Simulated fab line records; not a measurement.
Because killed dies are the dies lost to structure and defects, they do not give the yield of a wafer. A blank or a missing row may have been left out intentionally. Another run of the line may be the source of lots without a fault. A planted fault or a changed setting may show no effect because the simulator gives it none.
Which tool did it? + flow nand harc + 60 wafers from 20 lots sampled at 6 of the route's 1302 steps

## WHAT THE GAUGES SHOWED, per wafer
Not one reading of a measure or inspect step in the record can be checked against a usual standard deviation.

## EACH LOT AND THE TOOL THAT RAN IT (in order: tool; ch and the chambers of the sampled wafers; start)
| lot  | NHARC_A_CHANNEL_HOLE_D1_ETCH_38    | NHARC_A_CHANNEL_HOLE_D1_ETCH_39               | NHARC_A_CHANNEL_FILL_D1_ETCHBACK_19 | NHARC_A_DECK1_JOINT_ETCHBACK_07  | NHARC_A_DECK1_JOINT_CMP_02    | NHARC_A_CHANNEL_HOLE_D2_ETCH_21  |
|------|------------------------------------|-----------------------------------------------|-------------------------------------|----------------------------------|-------------------------------|----------------------------------|
| L074 | rie diel-03 ch 1,2, day 8 14:44    | rie diel-03 ch 1,3, day 9 21:57 or earlier    | rie si-03 ch 1,2, day 9 21:57       | rie si-01 ch 0,2,3, day 10 21:55 | cmp-02 ch 0,1,3, day 12 09:09 | har etch-01 ch 0,1, day 13 06:53 |
| L075 | rie diel-10 ch 1,3, day 8 23:18    | rie diel-10 ch 0,3, day 10 08:10 or earlier   | rie si-02 ch 0,1,3, day 10 08:10    | rie si-01 ch 0,1,3, day 11 08:44 | cmp-03 ch 0,1, day 12 17:27   | har etch-01 ch 0,1, day 13 16:36 |
| L076 | rie diel-03 ch 0,1, day 8 23:27    | rie diel-03 ch 2,3, day 10 08:10 or earlier   | rie si-05 ch 1,2, day 10 08:10      | rie si-04 ch 0,1,2, day 11 08:44 | cmp-02 ch 0,2,3, day 12 17:30 | har etch-02 ch 0,1, day 13 14:44 |
| L078 | rie diel-10 ch 1,2,3, day 10 02:44 | rie diel-10 ch 2,3, day 11 13:49 or earlier   | rie si-02 ch 0,1,2, day 11 13:49    | rie si-01 ch 0,2, day 12 16:29   | cmp-03 ch 1,3, day 14 01:19   | har etch-02 ch 0,1, day 15 00:51 |
| L081 | rie diel-03 ch 2,3, day 11 16:16   | rie diel-03 ch 0,1,2, day 13 01:44 or earlier | rie si-03 ch 1,2, day 13 01:44      | rie si-06 ch 0,1,3, day 14 01:37 | cmp-03 ch 0,2,3, day 15 13:42 | har etch-01 ch 0,1, day 16 10:48 |
| L082 | rie diel-03 ch 1,2,3, day 11 16:41 | rie diel-03 ch 0,1, day 13 01:44 or earlier   | rie si-02 ch 1,2,3, day 13 01:44    | rie si-04 ch 1,2, day 14 01:37   | cmp-02 ch 1,2,3, day 15 13:42 | har etch-02 ch 0,1, day 16 10:23 |
| L084 | rie diel-07 ch 1,2, day 12 09:11   | rie diel-07 ch 0,1,3, day 13 17:21 or earlier | rie si-02 ch 1,2, day 13 17:21      | rie si-01 ch 1,2,3, day 14 20:43 | cmp-02 ch 0,2,3, day 16 06:37 | har etch-01 ch 0,1, day 17 00:54 |
| L083 | rie diel-07 ch 1,2,3, day 12 11:11 | rie diel-07 ch 0,2,3, day 13 17:20 or earlier | rie si-03 ch 0,1,3, day 13 17:20    | rie si-06 ch 0,1,2, day 14 20:41 | cmp-03 ch 1,2,3, day 16 06:34 | har etch-01 ch 0,1, day 17 05:00 |
| L085 | rie diel-07 ch 0,1,2, day 13 00:49 | rie diel-07 ch 0,1,3, day 14 10:46 or earlier | rie si-03 ch 0,2, day 14 10:46      | rie si-06 ch 0,2, day 15 10:33   | cmp-02 ch 0,1,2, day 16 21:49 | har etch-01 ch 1, day 17 16:50   |
| L086 | rie diel-03 ch 1,2, day 13 08:50   | rie diel-03 ch 0,1,2, day 14 20:07 or earlier | rie si-05 ch 2,3, day 14 20:07      | rie si-06 ch 0,1,2, day 15 20:04 | cmp-03 ch 1,2, day 17 06:45   | har etch-02 ch 0,1, day 18 01:10 |
| L087 | rie diel-10 ch 0,1,2, day 14 11:03 | rie diel-10 ch 0,1,3, day 15 18:20 or earlier | rie si-05 ch 0,1,2, day 15 18:20    | rie si-04 ch 0,2,3, day 16 18:26 | cmp-02 ch 1,2,3, day 18 04:04 | har etch-01 ch 0,1, day 19 04:31 |
| L089 | rie diel-03 ch 1,2,3, day 14 13:56 | rie diel-03 ch 0,1,2, day 15 22:23 or earlier | rie si-02 ch 1,2,3, day 15 22:23    | rie si-06 ch 0,1,3, day 16 22:14 | cmp-02 ch 1,2,3, day 18 09:49 | har etch-01 ch 0,1, day 19 08:32 |
| L090 | rie diel-03 ch 0,1,2, day 15 02:24 | rie diel-03 ch 0,1,2, day 16 09:36 or earlier | rie si-03 ch 1,2, day 16 09:36      | rie si-06 ch 0,1,3, day 17 12:25 | cmp-03 ch 0,2,3, day 19 03:31 | har etch-01 ch 0,1, day 20 02:28 |
| L091 | rie diel-03 ch 0,1, day 15 15:01   | rie diel-03 ch 1,2, day 17 01:16 or earlier   | rie si-05 ch 1,3, day 17 01:16      | rie si-01 ch 0,2, day 18 01:11   | cmp-01 ch 0,2,3, day 19 09:26 | har etch-02 ch 0,1, day 20 05:28 |
| L092 | rie diel-03 ch 1,3, day 16 02:34   | rie diel-03 ch 2,3, day 17 12:43 or earlier   | rie si-03 ch 0,1, day 17 12:43      | rie si-04 ch 0,2,3, day 18 12:37 | cmp-01 ch 0,1,2, day 19 23:41 | har etch-02 ch 0,1, day 20 21:16 |
| L093 | rie diel-03 ch 1,2, day 16 04:55   | rie diel-03 ch 0,1,2, day 17 12:46 or earlier | rie si-02 ch 0,1,2, day 17 12:46    | rie si-01 ch 1,2, day 18 12:38   | cmp-02 ch 0,3, day 19 23:38   | har etch-01 ch 0,1, day 20 21:49 |
| L094 | rie diel-10 ch 0,1,2, day 16 10:40 | rie diel-10 ch 0,1,2, day 17 19:58 or earlier | rie si-02 ch 0,1,3, day 17 19:58    | rie si-01 ch 1,3, day 18 20:14   | cmp-03 ch 0,1,3, day 20 09:37 | har etch-02 ch 1, day 21 06:11   |
| L095 | rie diel-03 ch 1,2,3, day 17 07:38 | rie diel-03 ch 1,3, day 18 17:09 or earlier   | rie si-02 ch 1,2,3, day 18 17:09    | rie si-01 ch 1,2,3, day 19 18:01 | cmp-03 ch 0,1,2, day 21 05:21 | har etch-02 ch 0,1, day 21 23:46 |
| L096 | rie diel-03 ch 0,1,2, day 17 11:23 | rie diel-03 ch 0,1, day 18 23:00 or earlier   | rie si-05 ch 0,1,2, day 18 23:00    | rie si-04 ch 0,2,3, day 19 22:52 | cmp-01 ch 0,3, day 21 12:26   | har etch-01 ch 1, day 22 07:43   |
| L097 | rie diel-10 ch 0,1,2, day 17 23:47 | rie diel-10 ch 0,1,3, day 19 08:17 or earlier | rie si-03 ch 1,2,3, day 19 08:17    | rie si-04 ch 1,2, day 20 09:25   | cmp-02 ch 1,2,3, day 21 18:52 | har etch-01 ch 0,1, day 22 15:26 |
- NHARC_A_CHANNEL_HOLE_D1_ETCH_38: etches the open film in CF4, target depth 39 nm, time 65 s.
- NHARC_A_CHANNEL_HOLE_D1_ETCH_39: etches the open film in N2/H2, target depth 260 nm, time 325 s.
- NHARC_A_CHANNEL_FILL_D1_ETCHBACK_19: etches the open film in HBr/Cl2, target depth 5 nm, time 1.7 s.
- NHARC_A_DECK1_JOINT_ETCHBACK_07: etches the open film in HBr, target depth 105 nm, time 26.9 s.
- NHARC_A_DECK1_JOINT_CMP_02: polishes SiOx.
- NHARC_A_CHANNEL_HOLE_D2_ETCH_21: etches the open film in C4F8/O2/Ar, time 514.3 s, target depth 1600 nm.

## WHAT THE TOOLS THEMSELVES READ (means of the sampled wafers that have a number; where no wafer has one, the mark that the record gives instead)
NHARC_A_CHANNEL_HOLE_D1_ETCH_38. Usual: chamber pressure mTorr 50.00 mTorr, standard deviation 0.047; drypump motor current A 5.7 A, standard deviation 0.41; oes product au 0.997 a.u., standard deviation 0.011; rf vpp V 151.0 V, standard deviation 1.3; showerhead plenum p Torr 1.76 Torr, standard deviation 0.079; throttle valve pct 13.283 %, standard deviation 0.009.
| lot  | tool        | chamber pressure mTorr (mTorr) | drypump motor current A (A) | oes product au (a.u.) | rf vpp V (V) | showerhead plenum p Torr (Torr) | throttle valve pct (%) | flag |
|------|-------------|--------------------------------|-----------------------------|-----------------------|--------------|---------------------------------|------------------------|------|
| L074 | rie diel-03 | 50.03                          | 5.4                         | 1.007                 | 152.2        | 1.83                            | 13.290                 |      |
| L075 | rie diel-10 | 50.04                          | 6.1                         | 1.008                 | 150.7        | 1.76                            | 13.278                 |      |
| L076 | rie diel-03 | 50.01                          | 5.4                         | 0.991                 | 150.4        | 1.73                            | 13.283                 |      |
| L078 | rie diel-10 | 49.99                          | 5.9                         | 1.010                 | 150.4        | 1.74                            | 13.281                 |      |
| L081 | rie diel-03 | 49.99                          | 5.8                         | 0.991                 | 151.0        | 1.75                            | 13.286                 |      |
| L082 | rie diel-03 | 49.98                          | 5.8                         | 0.996                 | 151.9        | 1.80                            | 13.283                 |      |
| L084 | rie diel-07 | 50.05                          | 6.1                         | 0.989                 | 150.9        | 1.75                            | 13.289                 |      |
| L083 | rie diel-07 | 49.95                          | 6.0                         | 0.991                 | 150.8        | 1.74                            | 13.288                 |      |
| L085 | rie diel-07 | 50.04                          | 5.7                         | 0.993                 | 151.0        | 1.73                            | 13.288                 |      |
| L086 | rie diel-03 | 49.98                          | 5.4                         | 1.002                 | 151.9        | 1.83                            | 13.289                 |      |
| L087 | rie diel-10 | 49.97                          | 6.0                         | 1.004                 | 150.6        | 1.72                            | 13.285                 |      |
| L089 | rie diel-03 | 50.01                          | 5.8                         | 0.993                 | 151.9        | 1.80                            | 13.278                 |      |
| L090 | rie diel-03 | 49.95                          | 5.4                         | 1.003                 | 150.2        | 1.75                            | 13.282                 |      |
| L091 | rie diel-03 | 50.00                          | 5.4                         | 0.997                 | 151.4        | 1.80                            | 13.282                 |      |
| L092 | rie diel-03 | 49.97                          | 6.1                         | 0.991                 | 151.7        | 1.83                            | 13.280                 |      |
| L093 | rie diel-03 | 50.01                          | 5.5                         | 0.999                 | 151.3        | 1.77                            | 13.280                 |      |
| L094 | rie diel-10 | 49.99                          | 6.0                         | 1.002                 | 150.6        | 1.71                            | 13.291                 |      |
| L095 | rie diel-03 | 49.98                          | 5.8                         | 1.005                 | 151.3        | 1.80                            | 13.284                 |      |
| L096 | rie diel-03 | 49.98                          | 5.5                         | 0.999                 | 151.7        | 1.75                            | 13.281                 |      |
| L097 | rie diel-10 | 49.98                          | 6.0                         | 1.001                 | 150.3        | 1.71                            | 13.284                 |      |

NHARC_A_CHANNEL_HOLE_D1_ETCH_39. Usual: chamber pressure mTorr 29.997 mTorr, standard deviation 0.03; drypump motor current A 5.8 A, standard deviation 0.43; oes product au 0.996 a.u., standard deviation 0.011; rf vpp V 430.0 V, standard deviation 2.9; showerhead plenum p Torr 2.02 Torr, standard deviation 0.099; throttle valve pct 14.172 %, standard deviation 0.0093.
| lot  | tool        | chamber pressure mTorr (mTorr) | drypump motor current A (A) | oes product au (a.u.) | rf vpp V (V) | showerhead plenum p Torr (Torr) | throttle valve pct (%) | flag |
|------|-------------|--------------------------------|-----------------------------|-----------------------|--------------|---------------------------------|------------------------|------|
| L074 | rie diel-03 | 30.021                         | 5.7                         | 0.999                 | 434.3        | 2.15                            | 14.166                 |      |
| L075 | rie diel-10 | 29.999                         | 6.2                         | 1.009                 | 431.9        | 2.07                            | 14.171                 |      |
| L076 | rie diel-03 | 30.023                         | 6.1                         | 0.992                 | 431.4        | 2.05                            | 14.172                 |      |
| L078 | rie diel-10 | 30.021                         | 5.9                         | 1.024                 | 430.8        | 2.03                            | 14.183                 |      |
| L081 | rie diel-03 | 29.995                         | 5.5                         | 0.990                 | 430.2        | 2.02                            | 14.181                 |      |
| L082 | rie diel-03 | 29.997                         | 5.4                         | 0.985                 | 429.4        | 1.99                            | 14.172                 |      |
| L084 | rie diel-07 | 29.979                         | 5.8                         | 0.999                 | 430.2        | 2.03                            | 14.173                 |      |
| L083 | rie diel-07 | 29.936                         | 5.6                         | 0.996                 | 428.3        | 1.98                            | 14.165                 |      |
| L085 | rie diel-07 | 29.992                         | 5.8                         | 0.999                 | 430.6        | 2.03                            | 14.171                 |      |
| L086 | rie diel-03 | 30.018                         | 5.5                         | 0.985                 | 429.5        | 2.01                            | 14.181                 |      |
| L087 | rie diel-10 | 30.022                         | 6.2                         | 0.997                 | 430.1        | 2.03                            | 14.172                 |      |
| L089 | rie diel-03 | 29.983                         | 5.5                         | 0.994                 | 429.9        | 2.01                            | 14.172                 |      |
| L090 | rie diel-03 | 29.996                         | 5.4                         | 1.000                 | 429.7        | 2.01                            | 14.177                 |      |
| L091 | rie diel-03 | 30.001                         | 5.5                         | 0.995                 | 432.4        | 2.11                            | 14.183                 |      |
| L092 | rie diel-03 | 30.012                         | 6.2                         | 0.994                 | 431.0        | 2.05                            | 14.172                 |      |
| L093 | rie diel-03 | 29.997                         | 5.5                         | 1.000                 | 429.1        | 2.01                            | 14.171                 |      |
| L094 | rie diel-10 | 30.011                         | 6.0                         | 0.999                 | 428.4        | 1.97                            | 14.181                 |      |
| L095 | rie diel-03 | 29.997                         | 6.1                         | 0.987                 | 433.0        | 2.12                            | 14.174                 |      |
| L096 | rie diel-03 | 29.983                         | 5.4                         | 0.995                 | 429.1        | 1.98                            | 14.171                 |      |
| L097 | rie diel-10 | 29.982                         | 6.2                         | 1.001                 | 430.3        | 2.02                            | 14.171                 |      |

NHARC_A_CHANNEL_FILL_D1_ETCHBACK_19. Usual: chamber pressure mTorr 14.999 mTorr, standard deviation 0.013; drypump motor current A 5.6 A, standard deviation 0.4; oes product au 1.000 a.u., standard deviation 0.012; throttle valve pct 26.405 %, standard deviation 0.0081.
| lot  | tool      | chamber pressure mTorr (mTorr) | drypump motor current A (A) | oes product au (a.u.) | throttle valve pct (%) | flag |
|------|-----------|--------------------------------|-----------------------------|-----------------------|------------------------|------|
| L074 | rie si-03 | 14.997                         | 5.6                         | 1.003                 | 26.401                 |      |
| L075 | rie si-02 | 14.987                         | 5.7                         | 0.997                 | 26.403                 |      |
| L076 | rie si-05 | 15.005                         | 5.6                         | 0.996                 | 26.404                 |      |
| L078 | rie si-02 | 15.000                         | 5.3                         | 0.988                 | 26.413                 |      |
| L081 | rie si-03 | 15.005                         | 5.7                         | 1.009                 | 26.410                 |      |
| L082 | rie si-02 | 15.017                         | 5.6                         | 0.985                 | 26.409                 |      |
| L084 | rie si-02 | 15.001                         | 5.4                         | 0.982                 | 26.400                 |      |
| L083 | rie si-03 | 14.997                         | 5.7                         | 1.010                 | 26.402                 |      |
| L085 | rie si-03 | 15.002                         | 5.3                         | 1.016                 | 26.405                 |      |
| L086 | rie si-05 | 14.997                         | 5.6                         | 0.993                 | 26.407                 |      |
| L087 | rie si-05 | 14.982                         | 5.8                         | 0.998                 | 26.408                 |      |
| L089 | rie si-02 | 15.008                         | 5.6                         | 0.993                 | 26.413                 |      |
| L090 | rie si-03 | 14.986                         | 5.7                         | 1.014                 | 26.412                 |      |
| L091 | rie si-05 | 15.012                         | 5.7                         | 1.005                 | 26.404                 |      |
| L092 | rie si-03 | 14.990                         | 5.5                         | 1.012                 | 26.399                 |      |
| L093 | rie si-02 | 14.996                         | 5.3                         | 0.992                 | 26.397                 |      |
| L094 | rie si-02 | 14.993                         | 5.6                         | 0.998                 | 26.414                 |      |
| L095 | rie si-02 | 15.001                         | 5.6                         | 1.000                 | 26.401                 |      |
| L096 | rie si-05 | 15.003                         | 5.9                         | 1.012                 | 26.409                 |      |
| L097 | rie si-03 | 15.004                         | 5.8                         | 1.008                 | 26.402                 |      |

NHARC_A_DECK1_JOINT_ETCHBACK_07. Usual: chamber pressure mTorr 15.001 mTorr, standard deviation 0.012; drypump motor current A 5.5 A, standard deviation 0.37; oes product au 1.003 a.u., standard deviation 0.0095; throttle valve pct 23.267 %, standard deviation 0.0086.
| lot  | tool      | chamber pressure mTorr (mTorr) | drypump motor current A (A) | oes product au (a.u.) | throttle valve pct (%) | flag |
|------|-----------|--------------------------------|-----------------------------|-----------------------|------------------------|------|
| L074 | rie si-01 | 14.995                         | 5.7                         | 1.006                 | 23.268                 |      |
| L075 | rie si-01 | 14.997                         | 5.7                         | 0.993                 | 23.263                 |      |
| L076 | rie si-04 | 15.001                         | 5.4                         | 1.012                 | 23.269                 |      |
| L078 | rie si-01 | 15.002                         | 5.7                         | 0.991                 | 23.269                 |      |
| L081 | rie si-06 | 15.008                         | 5.3                         | 1.011                 | 23.270                 |      |
| L082 | rie si-04 | 14.991                         | 5.3                         | 1.018                 | 23.271                 |      |
| L084 | rie si-01 | 15.002                         | 5.8                         | 1.003                 | 23.265                 |      |
| L083 | rie si-06 | 15.012                         | 5.4                         | 1.000                 | 23.265                 |      |
| L085 | rie si-06 | 15.002                         | 5.5                         | 1.010                 | 23.273                 |      |
| L086 | rie si-06 | 14.998                         | 5.4                         | 0.996                 | 23.266                 |      |
| L087 | rie si-04 | 14.995                         | 5.3                         | 1.004                 | 23.271                 |      |
| L089 | rie si-06 | 15.010                         | 5.3                         | 1.008                 | 23.267                 |      |
| L090 | rie si-06 | 14.994                         | 5.2                         | 1.003                 | 23.267                 |      |
| L091 | rie si-01 | 14.999                         | 5.9                         | 0.999                 | 23.272                 |      |
| L092 | rie si-04 | 15.007                         | 5.3                         | 1.002                 | 23.274                 |      |
| L093 | rie si-01 | 15.007                         | 5.9                         | 1.003                 | 23.269                 |      |
| L094 | rie si-01 | 14.999                         | 5.7                         | 1.006                 | 23.271                 |      |
| L095 | rie si-01 | 15.007                         | 5.8                         | 0.999                 | 23.268                 |      |
| L096 | rie si-04 | 14.998                         | 5.3                         | 1.007                 | 23.259                 |      |
| L097 | rie si-04 | 14.996                         | 5.3                         | 1.018                 | 23.268                 |      |

NHARC_A_DECK1_JOINT_CMP_02. Usual: motor current A 11.8 A, standard deviation 0.89; slurry flow ml min 150.0, standard deviation 0.49.
| lot  | tool   | motor current A (A) | slurry flow ml min | flag |
|------|--------|---------------------|--------------------|------|
| L074 | cmp-02 | 12.5                | 150.0              |      |
| L075 | cmp-03 | 11.6                | 149.5              |      |
| L076 | cmp-02 | 12.0                | 150.2              |      |
| L078 | cmp-03 | 11.4                | 149.8              |      |
| L081 | cmp-03 | 11.5                | 150.2              |      |
| L082 | cmp-02 | 11.6                | 149.4              |      |
| L084 | cmp-02 | 12.1                | 149.1              |      |
| L083 | cmp-03 | 11.3                | 150.0              |      |
| L085 | cmp-02 | 12.2                | 150.4              |      |
| L086 | cmp-03 | 11.2                | 150.5              |      |
| L087 | cmp-02 | 11.8                | 149.9              |      |
| L089 | cmp-02 | 11.9                | 149.9              |      |
| L090 | cmp-03 | 11.3                | 150.7              |      |
| L091 | cmp-01 | 11.5                | 149.7              |      |
| L092 | cmp-01 | 11.3                | 150.3              |      |
| L093 | cmp-02 | 12.3                | 150.1              |      |
| L094 | cmp-03 | 11.6                | 150.0              |      |
| L095 | cmp-03 | 11.3                | 149.9              |      |
| L096 | cmp-01 | 11.9                | 149.4              |      |
| L097 | cmp-02 | 11.2                | 150.1              |      |

NHARC_A_CHANNEL_HOLE_D2_ETCH_21. Usual: chamber pressure mTorr 19.998 mTorr, standard deviation 0.019; drypump motor current A 5.79 A, standard deviation 0.13; showerhead plenum p Torr 3.67 Torr, standard deviation 0.15; throttle valve pct 32.155 %, standard deviation 0.0099.
| lot  | tool        | chamber pressure mTorr (mTorr) | drypump motor current A (A) | showerhead plenum p Torr (Torr) | throttle valve pct (%) | flag |
|------|-------------|--------------------------------|-----------------------------|---------------------------------|------------------------|------|
| L074 | har etch-01 | 19.986                         | 5.91                        | 3.62                            | 32.156                 |      |
| L075 | har etch-01 | 20.008                         | 5.87                        | 3.66                            | 32.153                 |      |
| L076 | har etch-02 | 19.994                         | 5.65                        | 3.53                            | 32.152                 |      |
| L078 | har etch-02 | 19.997                         | 5.66                        | 3.52                            | 32.150                 |      |
| L081 | har etch-01 | 19.978                         | 5.91                        | 3.59                            | 32.155                 |      |
| L082 | har etch-02 | 19.993                         | 5.65                        | 3.51                            | 32.151                 |      |
| L084 | har etch-01 | 20.003                         | 5.90                        | 3.63                            | 32.153                 |      |
| L083 | har etch-01 | 19.990                         | 5.87                        | 3.63                            | 32.152                 |      |
| L085 | har etch-01 | 19.989                         | 5.82                        | 3.67                            | 32.155                 |      |
| L086 | har etch-02 | 20.003                         | 5.63                        | 3.93                            | 32.150                 |      |
| L087 | har etch-01 | 19.984                         | 5.91                        | 3.57                            | 32.164                 |      |
| L089 | har etch-01 | 19.987                         | 5.91                        | 3.57                            | 32.156                 |      |
| L090 | har etch-01 | 20.005                         | 5.88                        | 3.61                            | 32.155                 |      |
| L091 | har etch-02 | 19.999                         | 5.64                        | 3.91                            | 32.154                 |      |
| L092 | har etch-02 | 20.006                         | 5.66                        | 3.91                            | 32.153                 |      |
| L093 | har etch-01 | 19.991                         | 5.87                        | 3.60                            | 32.144                 |      |
| L094 | har etch-02 | 20.003                         | 5.63                        | 3.90                            | 32.156                 |      |
| L095 | har etch-02 | 20.012                         | 5.64                        | 3.90                            | 32.155                 |      |
| L096 | har etch-01 | 20.005                         | 5.83                        | 3.63                            | 32.158                 |      |
| L097 | har etch-01 | 19.993                         | 5.88                        | 3.59                            | 32.164                 |      |

## THE ANSWER, worked out from the rows above alone
Rule: lot off if the mean of its wafers having a number is beyond 3 standard deviations from the usual mean. Also off: a lot with no number at a reading for which 4 or more lots have one. All remaining lots with rows at the step are treated as sound. The gauges are gone through in route order, then the tools' own readings, and for those a lot's mean is taken as printed above. At the first step where some lot is off, the reading lying furthest off is the one used; lots without a number count as furthest.
None of the lots is off at any reading shown; this tells nothing.

## WHAT WAS PUT IN BY THE SIMULATOR
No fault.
